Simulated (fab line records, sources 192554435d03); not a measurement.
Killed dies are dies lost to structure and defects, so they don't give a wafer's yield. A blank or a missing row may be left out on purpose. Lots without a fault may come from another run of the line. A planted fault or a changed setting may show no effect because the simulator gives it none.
fab line records | flow n5_finfet
record lots=10 wafers=27 last_day=18
route steps=1938 shown SDB@358 DUMMY_REMOVAL@382 HKMG_FIN@386 BEOL_M4@1111
lots that met no fault: from a run of the same line without faults
start_h: hours from the record's first day to the start of the lot's first wafer shown | wait_h: hours since the lot's step before | " the same as in the row above | L1.1+2: a row that stands for several wafers | - no value, or no start given | * or withheld: withheld | < > ~ a bound
route shown NAME@n: a module of which the file shows steps, and the number in the route of the first | usual: mean/standard deviation of fault-free wafers | same: alike in all rows | chamber/n: place in a boat | sites: the reading at each site | _std_site: their standard deviation | _edge_site: outer sites' mean less inner sites' | radius_mm: how far each site lies from the wafer's centre | mask NAME#n: copy n | behind: the tool/chamber that last shaped the wafer | hold: why the lot was held/for how many hours/how that ended | device: the transistor (n, p or np) that didn't switch | end of line: the same wafers' tests at the end of the route | a step without rows: its recipe alone | killed: dies lost to structure and defects at the first sort, not the wafer's yield | map: a wafer's dies, x killed, . not, _ none there
set.NAME: the setting as run; set.NAME@STEP: as run at that earlier step | model.NAME: the simulator's own value behind a step, which no gauge read
steps of the route over a sample of lots; a table a step, a row a wafer
services: from which hour (start_h, from the record's first day; less than 0 if before it) a tool's chamber was out of use, for how many hours, and why
## steps
# step N5_SDB_INSPECT_13
# recipe mode=adi inspect_instrument=brightfield
# usual raw_defect_count=74/32
# columns lot.wafer tool chamber start_h wait_h raw_defect_count
L990.2 defect_inspect-01 - 74.61 0.0 48
L990.4 " - " " 65
L990.6 " - " " 67
L997.6 defect_inspect-01 - 113.36 0.0 35
L999.3 defect_inspect-01 - 127.87 0.0 107
L999.6 " - " " 116
L101.2 defect_inspect-02 - 143.28 0.0 61
L101.3 " - " " 62
L101.6 " - " " 41
L103.1 defect_inspect-01 - 154.08 0.0 72
L103.5 " - " " 79
L103.6 " - " " 116
L104.1 defect_inspect-02 - 155.63 0.0 29
L104.2 " - " " 71
L104.6 " - " " 88
L109.2 defect_inspect-02 - 184.17 0.0 50
L109.3 " - " " 40
L109.4 " - " " 91
L110.3 defect_inspect-01 - 197.21 0.0 74
L110.5 " - " " 58
L110.6 " - " " 51
L111.3 defect_inspect-02 - 199.27 0.0 109
L111.4 " - " " 142
L111.5 " - " " 84
L112.2 defect_inspect-02 - 208.55 0.0 55
L112.4 " - " " 61
L112.5 " - " " 70
# step N5_SDB_ETCH_17
# recipe chemistry=CF4 target=SiARC target_depth_a=234 mask_material=CAR-ArF time_s=39 ion_energy_ev=80 pressure_mtorr=40 source_w=545 bias_w=36 Ar_flow_sccm=100 cf4_flow_sccm=100 ends=cleared
# usual drypump_motor_current_A=5.8/0.36 etch_rf_on_time_s=39.2/0.72 mfc_ar_sccm=100.05/0.27 oes_product_au=0.71/0.09 rf_fwd_power_W=534.1/2.4 rf_vpp_V=184.5/1.1 showerhead_plenum_p_Torr=2.17/0.056 throttle_valve_pct=15.6/0.31
# columns lot.wafer tool chamber start_h wait_h drypump_motor_current_A etch_rf_on_time_s mfc_ar_sccm oes_product_au rf_fwd_power_W rf_hours_counter_h rf_vpp_V showerhead_plenum_p_Torr throttle_valve_pct
L990.2 rie_diel-02 1 74.68 0.0 5.5 40.0 100.26 0.64 531.0 164 184.8 2.23 16.0
L990.4 " 3 " " 5.5 39.5 100.10 0.60 535.2 242 185.8 2.20 15.6
L990.6 " 3 " " 5.5 39.4 99.27 0.61 535.9 - 184.6 2.20 15.6
L997.6 rie_diel-02 2 113.60 0.0 6.1 38.9 100.25 0.79 534.8 - 184.4 2.17 15.1
L999.3 rie_diel-02 1 127.99 0.0 5.5 39.7 100.44 0.62 531.1 188 185.1 2.22 16.0
L999.6 " 2 " " 6.2 39.0 99.70 0.77 534.5 - 185.2 2.16 15.1
L101.2 rie_diel-06 2 143.35 0.0 5.7 39.2 100.05 0.77 538.6 29 183.2 2.10 15.4
L101.3 " 0 " " 6.2 37.8 100.59 0.80 531.8 13 184.3 2.10 15.6
L101.6 " 1 " " 6.5 39.8 100.29 0.81 535.5 - 184.9 2.18 15.6
L103.1 rie_diel-01 0 154.73 0.0 6.0 38.4 100.27 0.74 535.2 40 185.4 2.26 15.4
L103.5 " 1 " " 6.0 39.5 100.18 0.60 531.5 - 184.4 2.10 15.8
L103.6 " 2 " " 5.9 39.6 100.22 0.60 534.4 - 183.8 2.19 15.7
L104.1 rie_diel-06 0 155.70 0.0 6.2 37.4 99.98 0.79 531.1 17 182.6 2.10 15.6
L104.2 " 2 " " 5.7 38.4 99.93 0.77 533.8 33 184.1 2.10 15.4
L104.6 " 2 " " 5.7 38.4 99.85 0.77 537.1 - 183.6 2.10 15.4
L109.2 rie_diel-06 2 184.32 0.0 5.7 38.9 100.10 0.74 533.7 44 185.0 2.09 15.4
L109.3 " 3 " " 5.4 40.0 100.50 0.58 533.9 207 183.6 2.13 16.0
L109.4 " 0 " " 6.2 38.1 99.87 0.77 531.5 30 183.0 2.10 15.6
L110.3 rie_diel-01 3 197.28 0.0 5.3 38.6 100.06 0.74 536.9 33 186.3 2.28 15.7
L110.5 " 1 " " 6.0 39.8 99.93 0.83 529.1 - 182.1 2.10 15.3
L110.6 " 2 " " 5.9 40.2 100.16 0.59 532.5 - 184.8 2.19 15.8
L111.3 rie_diel-06 3 199.34 0.0 5.4 40.0 99.93 0.58 535.6 213 184.4 2.12 16.0
L111.4 " 2 " " 5.7 38.6 100.29 0.74 537.4 50 184.0 2.09 15.5
L111.5 " 2 " " 5.7 39.1 100.09 0.73 537.1 - 183.0 2.09 15.4
L112.2 rie_diel-06 1 208.62 0.0 6.5 39.6 100.28 0.75 536.1 27 185.6 2.18 15.7
L112.4 " 0 " " 6.2 38.3 100.51 0.75 533.1 38 183.9 2.10 15.7
L112.5 " 1 " " 6.5 39.7 99.84 0.75 537.4 - 184.6 2.18 15.7
# step N5_DUMMY_REMOVAL_PRECLEAN_08
# recipe chemistry=NF3:NH3 afs_cycles=2 temp_c=30 time_s=20 sublimation_temp_c=180 sublimation_time_s=60 pressure_torr=3 rf_power_w=30
# usual rf_power_w=30.02/0.094 temp_c=30.00/0.1
# columns lot.wafer tool chamber start_h wait_h rf_power_w temp_c
L990.2 remote_plasma-02 0 79.46 0.4 29.90 30.04
L990.4 " 0 " " 29.97 30.12
L990.6 " 0 " " 29.98 29.92
L997.6 remote_plasma-01 0 117.82 0.2 30.01 30.49
L999.3 remote_plasma-01 1 132.20 0.1 30.14 30.43
L999.6 " 1 " " 30.19 30.53
L101.2 remote_plasma-02 0 147.46 0.1 30.11 30.01
L101.3 " 0 " " 30.18 30.15
L101.6 " 0 " " 30.16 29.80
L103.1 remote_plasma-02 1 158.84 0.0 29.88 29.95
L103.5 " 1 " " 29.89 29.95
L103.6 " 1 " " 29.91 29.90
L104.1 remote_plasma-02 0 159.85 0.0 29.83 30.01
L104.2 " 0 " " 29.86 29.89
L104.6 " 0 " " 29.93 29.93
L109.2 remote_plasma-02 0 189.19 0.1 30.04 30.04
L109.3 " 0 " " 30.06 30.07
L109.4 " 0 " " 30.00 29.98
L110.3 remote_plasma-02 1 201.42 0.1 29.99 29.97
L110.5 " 1 " " 29.84 29.89
L110.6 " 1 " " 29.92 29.97
L111.3 remote_plasma-01 0 204.43 0.1 30.00 29.89
L111.4 " 0 " " 29.95 29.95
L111.5 " 0 " " 29.96 30.20
L112.2 remote_plasma-01 0 212.89 0.1 30.02 29.95
L112.4 " 0 " " 30.05 29.89
L112.5 " 0 " " 29.94 30.09
# step N5_HKMG_FIN_HK_ALD_01
# recipe material=HfO2 target_thk_a=16 temp_c=withheld ald_precursor_family=HfCl4 ald_co_reactant=H2O pulse_time_s=3 purge_time_s=3 co_reactant_purge_time_s=2.5 co_reactant_pulse_time_s=0.3 ald_cycles=30
# usual precursor_pulse_height_rel=1.000/0.019
# same co_reactant_pulse_time_s=0.3
# columns lot.wafer tool chamber start_h wait_h precursor_pulse_height_rel
L990.2 ald_hk-02 0 79.75 0.0 0.998
L990.4 " 2 " " 0.971
L990.6 " 2 " " 0.985
L997.6 ald_hk-03 0 118.07 0.1 1.009
L999.3 ald_hk-03 0 132.46 0.0 1.002
L999.6 " 1 " " 0.968
L101.2 ald_hk-02 3 147.75 0.0 0.972
L101.3 " 1 " " 1.041
L101.6 " 1 " " 1.002
L103.1 ald_hk-03 3 159.16 0.0 1.002
L103.5 " 2 " " 1.009
L103.6 " 1 " " 1.002
L104.1 ald_hk-01 0 160.17 0.0 1.008
L104.2 " 1 " " 0.994
L104.6 " 3 " " 0.990
L109.2 ald_hk-03 1 189.48 0.0 0.979
L109.3 " 3 " " 1.003
L109.4 " 0 " " 1.019
L110.3 ald_hk-01 1 201.68 0.0 0.997
L110.5 " 1 " " 1.019
L110.6 " 2 " " 1.020
L111.3 ald_hk-02 2 204.69 0.0 1.018
L111.4 " 3 " " 0.999
L111.5 " 1 " " 0.992
L112.2 ald_hk-03 3 213.18 0.0 1.015
L112.4 " 1 " " 1.034
L112.5 " 1 " " 0.993
# step N5_BEOL_M4_RC_MEAS_101
# usual DIBL_N=36.9/1.7 DIBL_P=37.3/2.3 IOFF_N=0.16/0.033 IOFF_P=0.22/0.04 ION_N=673/12 ION_P=463/8 SS_N=71.6/0.58 SS_P=73.4/0.74 VT_N=250/3.2 VT_P=-250/3.4
# columns lot.wafer tool chamber start_h wait_h DIBL_N[mV/V] DIBL_P[mV/V] IOFF_N[nA/um] IOFF_P[nA/um] ION_N[uA/um] ION_P[uA/um] SS_N[mV/dec] SS_P[mV/dec] VT_N[mV] VT_P[mV]
L990.2 prober-02 0 181.31 0.2 35.8 38.3 0.15 0.19 669 455 71.9 74.0 251 -256
L990.4 " 0 " " 36.7 38.5 0.16 0.20 675 463 71.5 73.6 249 -255
L990.6 " 0 " " 36.7 39.2 0.16 0.21 667 458 71.4 74.5 250 -254
L997.6 prober-02 0 217.77 0.8 37.7 37.3 0.16 0.21 664 457 72.6 72.8 252 -250
L999.3 prober-02 0 225.75 0.3 37.7 38.5 0.17 0.29 669 474 71.6 74.0 251 -245
L999.6 " 0 " " 37.2 37.2 0.16 0.25 673 471 71.3 72.9 251 -245
L103.1 prober-02 0 254.92 0.0 38.1 37.7 0.17 0.26 676 469 71.7 73.6 250 -247
L103.5 " 0 " " 38.0 36.8 0.17 0.22 674 462 71.7 73.1 248 -252
L103.6 " 0 " " 36.9 36.9 0.17 0.24 699 477 71.6 73.4 249 -249
L101.2 prober-01 0 256.41 0.2 36.9 36.1 0.15 0.25 664 464 70.8 72.6 251 -243
L101.3 " 0 " " 37.1 36.9 0.15 0.26 666 464 71.7 73.8 252 -248
L101.6 " 0 " " 37.4 37.8 0.17 0.28 686 474 71.7 72.7 249 -243
L104.1 prober-01 0 261.93 0.0 35.4 36.1 0.14 0.18 682 468 71.1 73.3 252 -256
L104.2 " 0 " " 35.7 36.8 0.13 0.19 650 452 71.7 73.2 255 -253
L104.6 " 0 " " 35.7 36.9 0.13 0.20 669 462 71.7 73.1 251 -252
L109.2 prober-02 0 304.66 0.2 37.1 37.2 0.18 0.22 677 461 71.6 74.7 246 -251
L109.3 " 0 " " 34.8 35.2 0.14 0.18 677 458 70.7 72.4 252 -254
L109.4 " 0 " " 32.6 31.7 0.10 0.15 650 449 69.9 72.3 257 -259
L111.3 prober-02 0 307.75 0.3 38.6 39.3 0.18 0.24 673 459 71.7 73.9 252 -252
L111.4 " 0 " " 39.3 39.4 0.18 0.23 669 459 72.6 74.4 251 -253
L111.5 " 0 " " 37.7 38.0 0.14 0.21 661 453 72.0 73.8 255 -255
L110.3 prober-01 0 308.31 0.3 34.2 36.0 0.12 0.19 669 467 71.6 72.4 256 -254
L110.5 " 0 " " 39.0 41.1 0.20 0.27 677 465 72.0 73.9 246 -248
L110.6 " 0 " " 36.4 37.0 0.14 0.21 667 464 71.3 73.9 254 -248
L112.2 prober-02 0 311.07 0.2 36.1 35.9 0.13 0.19 649 447 71.3 72.5 254 -250
L112.4 " 0 " " 38.0 37.9 0.15 0.22 676 464 71.4 73.6 252 -249
L112.5 " 0 " " 37.1 36.7 0.14 0.20 662 456 70.7 73.4 252 -253
## services
# columns tool chamber start_h hours kind
rie_diel-06 2 67.29 - clean
rie_diel-06 2 67.29 - consumable_replace:focus_ring
rie_diel-06 2 67.29 14.4 scheduled_down
rie_diel-06 2 67.29 14.4 vent_cycle
ald_hk-01 - 73.11 2.8 pm
ald_hk-03 - 74.58 8.7 pm
rie_diel-01 3 85.99 - clean
rie_diel-01 3 85.99 - consumable_replace:focus_ring
rie_diel-01 3 85.99 - consumable_replace:showerhead
rie_diel-01 3 85.99 19.1 scheduled_down
rie_diel-01 - 86.10 14.6 pm
rie_diel-06 0 89.21 9.2 repair
rie_diel-06 0 98.67 - clean
rie_diel-06 0 98.67 - consumable_replace:focus_ring
rie_diel-06 0 98.67 14.5 scheduled_down
rie_diel-06 0 98.67 14.5 vent_cycle
rie_diel-06 1 113.60 - clean
rie_diel-06 1 113.60 - consumable_replace:focus_ring
rie_diel-06 1 113.60 19.9 scheduled_down
rie_diel-06 1 113.60 19.9 vent_cycle
ald_hk-02 - 131.30 8.7 pm
ald_hk-01 - 137.03 6.0 pm
rie_diel-02 2 171.75 5.4 repair
rie_diel-01 - 189.34 0.3 repair
## key
first_sign step=N5_DUMMY_REMOVAL_PRECLEAN_08 reading=temp_c direction=up sigmas=4.7 usual=* struck=*
effect none on later readings
met_at N5_DUMMY_REMOVAL_PRECLEAN_08
struck_lots L997,L999
not_acting_at N5_SDB_INSPECT_13,N5_SDB_ETCH_17,N5_HKMG_FIN_HK_ALD_01
fault kind=process_parameter_drift tool=remote_plasma-01 chamber=- onset_h=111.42 steps=N5_DUMMY_REMOVAL_PRECLEAN_08 channel=temp_c offset=* shape=step end_h=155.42 acts_in=* stated=*
